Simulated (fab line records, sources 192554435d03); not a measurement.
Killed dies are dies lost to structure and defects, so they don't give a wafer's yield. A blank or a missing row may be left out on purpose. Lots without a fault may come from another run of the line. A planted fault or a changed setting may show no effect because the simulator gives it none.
Which tool did it? | flow n5_finfet | 24 lots, 72 wafers sampled, at 5 steps of a route of 1938

WHAT THE GAUGES READ, wafer by wafer
N5_BEOL_M11_OVL_MEAS_12. Usual: M11_OVL -0.7 nm, standard deviation 0.73.
lot  | measured     | on         | M11_OVL (nm)   | flag
L074 | day 10 05:31 | overlay-02 | -0.8 -0.2 -0.4 |
L075 | day 11 00:49 | overlay-02 | -1.4 -0.9 -1.0 |
L076 | day 11 01:02 | overlay-02 | -0.5 0.3 -1.1  |
L079 | day 11 13:38 | overlay-01 | -1.8 -0.9 -0.7 |
L077 | day 11 17:12 | overlay-02 | 0.4 0.7 -0.9   |
L078 | day 11 19:41 | overlay-02 | -0.7 -0.4 -0.3 |
L080 | day 12 00:56 | overlay-02 | 0.2 -0.3 -0.6  |
L081 | day 12 10:25 | overlay-02 | -0.3 -0.7 -0.3 |
L082 | day 12 18:54 | overlay-01 | -1.7 -0.2 -0.7 |
L083 | day 13 02:35 | overlay-01 | -1.6 -2.3 -1.6 |
L084 | day 13 13:13 | overlay-01 | -0.2 -1.4 -0.9 |
L086 | day 13 15:43 | overlay-01 | 0.1 0.2 0.7    |
L085 | day 13 22:01 | overlay-01 | -1.5 -0.7 -1.2 |
L088 | day 13 22:17 | overlay-02 | -1.0 0.2 0.3   |
L087 | day 13 22:46 | overlay-02 | -1.5 -0.7 0.0  |
L090 | day 14 17:01 | overlay-02 | -0.2 -1.1 -0.3 |
L089 | day 14 18:01 | overlay-01 | -2.2 -0.6 -1.6 |
L091 | day 15 01:01 | overlay-01 | -0.4 -1.7 -0.2 |
L092 | day 15 01:26 | overlay-02 | -0.9 -1.1 -1.5 |
L093 | day 15 08:40 | overlay-02 | -2.6 -1.6 -1.5 |
L094 | day 15 11:52 | overlay-02 | -1.2 -1.0 -1.7 |
L096 | day 16 03:38 | overlay-01 | -0.4 0.3 0.1   |
L095 | day 16 03:48 | overlay-02 | -1.2 -0.9 -0.4 |
L097 | day 16 11:30 | overlay-02 | 0.8 0.5 0.4    |

N5_BEOL_M12_INSPECT_12: inspects for defects (macro). Usual: raw_defect_count 2.2, standard deviation 1.6.
lot  | measured     | on                | raw_defect_count | flag
L074 | day 10 12:35 | defect_inspect-02 | 5 4 3            |
L075 | day 11 07:44 | defect_inspect-01 | 1 2 2            |
L076 | day 11 06:41 | defect_inspect-01 | 0 2 2            |
L079 | day 11 18:35 | defect_inspect-02 | 3 2 0            |
L077 | day 11 23:17 | defect_inspect-01 | 2 3 0            |
L078 | day 12 01:53 | defect_inspect-01 | 0 3 2            |
L080 | day 12 07:19 | defect_inspect-01 | 1 3 1            |
L081 | day 12 17:37 | defect_inspect-02 | 1 2 0            |
L082 | day 13 01:08 | defect_inspect-01 | 5 5 6            |
L083 | day 13 07:16 | defect_inspect-01 | 3 1 3            |
L084 | day 13 18:31 | defect_inspect-01 | 2 3 2            |
L086 | day 13 20:46 | defect_inspect-01 | 2 7 3            |
L085 | day 14 04:16 | defect_inspect-02 | 3 2 5            |
L088 | day 14 04:41 | defect_inspect-02 | 3 2 2            |
L087 | day 14 05:32 | defect_inspect-02 | 4 1 3            |
L090 | day 14 22:08 | defect_inspect-02 | 0 0 3            |
L089 | day 14 23:11 | defect_inspect-02 | 0 3 1            |
L091 | day 15 07:54 | defect_inspect-02 | 5 4 1            |
L092 | day 15 09:14 | defect_inspect-02 | 0 3 2            |
L093 | day 15 14:40 | defect_inspect-02 | 3 2 0            |
L094 | day 15 17:26 | defect_inspect-02 | 2 4 4            |
L096 | day 16 10:52 | defect_inspect-01 | 2 1 0            |
L095 | day 16 11:02 | defect_inspect-01 | 3 3 1            |
L097 | day 16 20:34 | defect_inspect-02 | 1 2 3            |

WHICH TOOL RAN EACH LOT (tool, then ch and the chambers of the sampled wafers, then the start)
lot  | N5_BEOL_M11_DESCUM_16              | N5_BEOL_M11_HM_OPEN_17            | N5_BEOL_M11_CURE_72
L074 | rie_diel-03 ch 0,1,2, day 10 06:57 | rie_metal-01 ch 0,1, day 10 07:15 | uv_cure-03 ch 0, day 10 09:40
L075 | rie_diel-01 ch 0,1,2, day 11 00:53 | rie_metal-03 ch 0, day 11 01:09   | uv_cure-02 ch 1, day 11 03:46
L076 | rie_diel-01 ch 0,1,2, day 11 01:25 | rie_metal-02 ch 0,1, day 11 01:41 | uv_cure-01 ch 2, day 11 03:26
L079 | rie_diel-01 ch 2,3, day 11 13:41   | rie_metal-03 ch 0,1, day 11 13:58 | uv_cure-03 ch 2, day 11 15:40
L077 | rie_diel-04 ch 0,1, day 11 17:18   | rie_metal-01 ch 0,1, day 11 17:34 | uv_cure-03 ch 2, day 11 20:43
L078 | rie_diel-01 ch 0,1,3, day 11 19:44 | rie_metal-01 ch 0,1, day 11 20:01 | uv_cure-03 ch 1, day 11 21:24
L080 | rie_diel-03 ch 1,3, day 12 00:59   | rie_metal-03 ch 0,1, day 12 01:16 | uv_cure-02 ch 1, day 12 04:27
L081 | rie_diel-04 ch 0,2, day 12 10:29   | rie_metal-02 ch 0,1, day 12 10:45 | uv_cure-01 ch 2, day 12 14:32
L082 | rie_diel-03 ch 1,2, day 12 18:58   | rie_metal-02 ch 0,1, day 12 19:14 | uv_cure-02 ch 0, day 12 21:55
L083 | rie_diel-01 ch 0,1,2, day 13 02:46 | rie_metal-02 ch 0,1, day 13 03:04 | uv_cure-01 ch 2, day 13 04:30
L084 | rie_diel-01 ch 2,3, day 13 13:17   | rie_metal-03 ch 0,1, day 13 13:33 | uv_cure-02 ch 2, day 13 15:23
L086 | rie_diel-04 ch 0,1,2, day 13 15:46 | rie_metal-01 ch 0, day 13 16:02   | uv_cure-03 ch 0, day 13 17:53
L085 | rie_diel-04 ch 0,2, day 13 22:04   | rie_metal-01 ch 0, day 13 22:22   | uv_cure-01 ch 2, day 14 01:03
L088 | rie_diel-01 ch 1,3, day 13 22:27   | rie_metal-02 ch 0,1, day 13 22:44 | uv_cure-01 ch 0, day 14 01:18
L087 | rie_diel-01 ch 0,3, day 13 22:59   | rie_metal-02 ch 0,1, day 13 23:16 | uv_cure-02 ch 0, day 14 01:36
L090 | rie_diel-04 ch 0,3, day 14 17:07   | rie_metal-02 ch 0,1, day 14 17:25 | uv_cure-03 ch 2, day 14 19:03
L089 | rie_diel-04 ch 1,3, day 14 18:08   | rie_metal-03 ch 1, day 14 18:25   | uv_cure-03 ch 0, day 14 19:46
L091 | rie_diel-01 ch 2,3, day 15 01:05   | rie_metal-01 ch 0, day 15 01:23   | uv_cure-02 ch 1, day 15 04:29
L092 | rie_diel-04 ch 1,2, day 15 01:29   | rie_metal-01 ch 0, day 15 01:47   | uv_cure-02 ch 2, day 15 05:05
L093 | rie_diel-04 ch 0,2,3, day 15 08:43 | rie_metal-02 ch 0,1, day 15 08:59 | uv_cure-01 ch 0, day 15 11:33
L094 | rie_diel-01 ch 0,2,3, day 15 11:55 | rie_metal-02 ch 0,1, day 15 12:11 | uv_cure-02 ch 0, day 15 14:43
L096 | rie_diel-03 ch 2,3, day 16 03:46   | rie_metal-02 ch 0,1, day 16 04:04 | uv_cure-03 ch 1, day 16 07:25
L095 | rie_diel-03 ch 0,1,3, day 16 04:19 | rie_metal-03 ch 0,1, day 16 04:35 | uv_cure-01 ch 1, day 16 08:11
L097 | rie_diel-01 ch 0,1,2, day 16 12:00 | rie_metal-02 ch 0,1, day 16 12:16 | uv_cure-02 ch 1, day 16 15:23
- N5_BEOL_M11_DESCUM_16: chemistry O2, time 7.9 s.
- N5_BEOL_M11_HM_OPEN_17: chemistry Cl2/BCl3, target TiN, target depth 20 nm, overetch 6 nm.
- N5_BEOL_M11_CURE_72: cures SiCOH lowk, time 120 s.

WHAT THE TOOLS THEMSELVES READ (means of the sampled wafers that have a number; where no wafer has one, the mark that the record gives instead)
N5_BEOL_M11_DESCUM_16. Usual: drypump_motor_current_A 5.8 A, standard deviation 0.62; oes_product_au 0.83 a.u., standard deviation 0.089; rf_fwd_power_W 49.41 W, standard deviation 0.21; rf_vpp_V 243.4 V, standard deviation 1.4; showerhead_plenum_p_Torr 2.11 Torr, standard deviation 0.077; throttle_valve_pct 20.37 %, standard deviation 0.16.
lot  | tool        | drypump_motor_current_A (A) | oes_product_au (a.u.) | rf_fwd_power_W (W) | rf_vpp_V (V) | showerhead_plenum_p_Torr (Torr) | throttle_valve_pct (%) | flag
L074 | rie_diel-03 | 5.6                         | 0.73                  | 49.34              | 243.4        | 2.09                            | 20.47                  |
L075 | rie_diel-01 | 5.7                         | 0.91                  | 49.38              | 243.7        | 2.14                            | 20.34                  |
L076 | rie_diel-01 | 5.7                         | 0.92                  | 49.67              | 243.8        | 2.14                            | 20.34                  |
L079 | rie_diel-01 | 6.3                         | 0.81                  | 49.58              | 242.0        | 2.03                            | 20.32                  |
L077 | rie_diel-04 | 5.4                         | 0.80                  | 49.58              | 243.9        | 2.15                            | 20.49                  |
L078 | rie_diel-01 | 5.6                         | 0.86                  | 49.36              | 243.2        | 2.12                            | 20.27                  |
L080 | rie_diel-03 | 6.2                         | 0.77                  | 49.45              | 244.0        | 2.20                            | 20.45                  |
L081 | rie_diel-04 | 5.9                         | 0.91                  | 49.38              | 243.1        | 2.09                            | 20.37                  |
L082 | rie_diel-03 | 5.7                         | 0.71                  | 49.54              | 243.2        | 2.10                            | 20.57                  |
L083 | rie_diel-01 | 5.7                         | 0.88                  | 49.45              | 244.1        | 2.13                            | 20.36                  |
L084 | rie_diel-01 | 6.3                         | 0.80                  | 49.29              | 242.1        | 2.02                            | 20.33                  |
L086 | rie_diel-04 | 5.6                         | 0.85                  | 49.35              | 243.3        | 2.11                            | 20.41                  |
L085 | rie_diel-04 | 5.8                         | 0.88                  | 49.31              | 243.4        | 2.09                            | 20.39                  |
L088 | rie_diel-01 | 5.7                         | 0.79                  | 49.46              | 242.5        | 2.04                            | 20.30                  |
L087 | rie_diel-01 | 5.9                         | 0.83                  | 49.65              | 243.4        | 2.14                            | 20.24                  |
L090 | rie_diel-04 | 5.9                         | 0.81                  | 49.48              | 244.7        | 2.18                            | 20.40                  |
L089 | rie_diel-04 | 6.3                         | 0.93                  | 49.25              | 245.6        | 2.19                            | 20.07                  |
L091 | rie_diel-01 | 6.3                         | 0.79                  | 49.48              | 241.8        | 2.02                            | 20.36                  |
L092 | rie_diel-04 | 5.9                         | 0.90                  | 49.30              | 243.1        | 2.07                            | 20.32                  |
L093 | rie_diel-04 | 6.1                         | 0.86                  | 49.37              | 244.3        | 2.14                            | 20.29                  |
L094 | rie_diel-01 | 6.2                         | 0.83                  | 49.58              | 242.8        | 2.09                            | 20.35                  |
L096 | rie_diel-03 | 6.1                         | 0.78                  | 49.43              | 244.8        | 2.16                            | 20.34                  |
L095 | rie_diel-03 | 5.9                         | 0.73                  | 49.41              | 243.5        | 2.13                            | 20.40                  |
L097 | rie_diel-01 | 5.7                         | 0.85                  | 49.47              | 243.3        | 2.12                            | 20.40                  |

N5_BEOL_M11_HM_OPEN_17. Usual: drypump_motor_current_A 5.68 A, standard deviation 0.27; mfc_ar_sccm 25.02 sccm, standard deviation 0.073; oes_product_au 0.68 a.u., standard deviation 0.076; rf_fwd_power_W 992 W, standard deviation 3.9; throttle_valve_pct 22.12 %, standard deviation 0.12.
lot  | tool         | drypump_motor_current_A (A) | mfc_ar_sccm (sccm) | oes_product_au (a.u.) | rf_fwd_power_W (W) | throttle_valve_pct (%) | flag
L074 | rie_metal-01 | 6.14                        | 25.05              | 0.69                  | 987                | 22.02                  |
L075 | rie_metal-03 | 5.99                        | 25.11              | 0.59                  | 991                | 21.94                  |
L076 | rie_metal-02 | 5.43                        | 24.98              | 0.66                  | 994                | 22.17                  |
L079 | rie_metal-03 | 5.87                        | 25.01              | 0.76                  | 992                | 22.14                  |
L077 | rie_metal-01 | 6.11                        | 25.05              | 0.68                  | 990                | 22.04                  |
L078 | rie_metal-01 | 6.13                        | 25.02              | 0.68                  | 989                | 22.04                  |
L080 | rie_metal-03 | 5.88                        | 25.05              | 0.74                  | 989                | 22.13                  |
L081 | rie_metal-02 | 5.42                        | 25.03              | 0.69                  | 987                | 22.22                  |
L082 | rie_metal-02 | 5.43                        | 25.03              | 0.69                  | 992                | 22.22                  |
L083 | rie_metal-02 | 5.46                        | 24.89              | 0.65                  | 994                | 22.17                  |
L084 | rie_metal-03 | 5.87                        | 25.05              | 0.70                  | 989                | 22.16                  |
L086 | rie_metal-01 | 5.74                        | 25.03              | 0.76                  | 992                | 22.03                  |
L085 | rie_metal-01 | 5.72                        | 24.94              | 0.75                  | 995                | 22.02                  |
L088 | rie_metal-02 | 5.41                        | 25.03              | 0.68                  | 993                | 22.24                  |
L087 | rie_metal-02 | 5.42                        | 24.99              | 0.68                  | 993                | 22.22                  |
L090 | rie_metal-02 | 5.42                        | 25.01              | 0.66                  | 991                | 22.25                  |
L089 | rie_metal-03 | 5.82                        | 25.02              | 0.77                  | 988                | 22.26                  |
L091 | rie_metal-01 | 5.72                        | 24.94              | 0.73                  | 994                | 22.04                  |
L092 | rie_metal-01 | 5.73                        | 25.03              | 0.73                  | 994                | 22.04                  |
L093 | rie_metal-02 | 5.43                        | 25.12              | 0.66                  | 991                | 22.25                  |
L094 | rie_metal-02 | 5.45                        | 25.00              | 0.64                  | 991                | 22.19                  |
L096 | rie_metal-02 | 5.46                        | 24.95              | 0.63                  | 992                | 22.19                  |
L095 | rie_metal-03 | 5.93                        | 25.02              | 0.63                  | 991                | 22.08                  |
L097 | rie_metal-02 | 5.42                        | 25.01              | 0.67                  | 988                | 22.23                  |

N5_BEOL_M11_CURE_72. Usual: lamp_power_pct 52.31 %, standard deviation 0.05; wafer_temp_C_max 371.4, standard deviation 0.51.
lot  | tool       | lamp_power_pct (%) | wafer_temp_C_max | flag
L074 | uv_cure-03 | 52.32              | 371.4            |
L075 | uv_cure-02 | 52.26              | 371.2            |
L076 | uv_cure-01 | 52.28              | 371.5            |
L079 | uv_cure-03 | 52.32              | 370.9            |
L077 | uv_cure-03 | 52.36              | 371.1            |
L078 | uv_cure-03 | 52.36              | 371.6            |
L080 | uv_cure-02 | 52.32              | 371.0            |
L081 | uv_cure-01 | 52.32              | 370.8            |
L082 | uv_cure-02 | 52.29              | 371.0            |
L083 | uv_cure-01 | 52.31              | 371.6            |
L084 | uv_cure-02 | 52.31              | 371.0            |
L086 | uv_cure-03 | 52.40              | 371.5            |
L085 | uv_cure-01 | 52.31              | 371.4            |
L088 | uv_cure-01 | 52.34              | 372.9            |
L087 | uv_cure-02 | 52.34              | 371.2            |
L090 | uv_cure-03 | 52.35              | 371.2            |
L089 | uv_cure-03 | 52.31              | 371.4            |
L091 | uv_cure-02 | 52.31              | 371.4            |
L092 | uv_cure-02 | 52.30              | 371.3            |
L093 | uv_cure-01 | 52.32              | 372.6            |
L094 | uv_cure-02 | 52.30              | 370.7            |
L096 | uv_cure-03 | 52.28              | 371.3            |
L095 | uv_cure-01 | 52.29              | 370.8            |
L097 | uv_cure-02 | 52.30              | 371.7            |

THE ANSWER, worked out from the rows above alone
Rule: a lot is off if the mean of its wafers that have a number lies more than 3 standard deviations from the usual mean. A lot without any number at a reading at which 4 lots or more have one is off too. The other lots that the step has rows for count as sound. The gauges are gone through in route order, then the tools' own readings, and for those a lot's mean is taken as printed above. The first step at which some lot is off is used, and at that step the reading that is off furthest; a lot without a number counts as furthest.
No lot is off at any reading shown: from this, nothing can be told.

WHAT THE SIMULATOR HAD PUT IN
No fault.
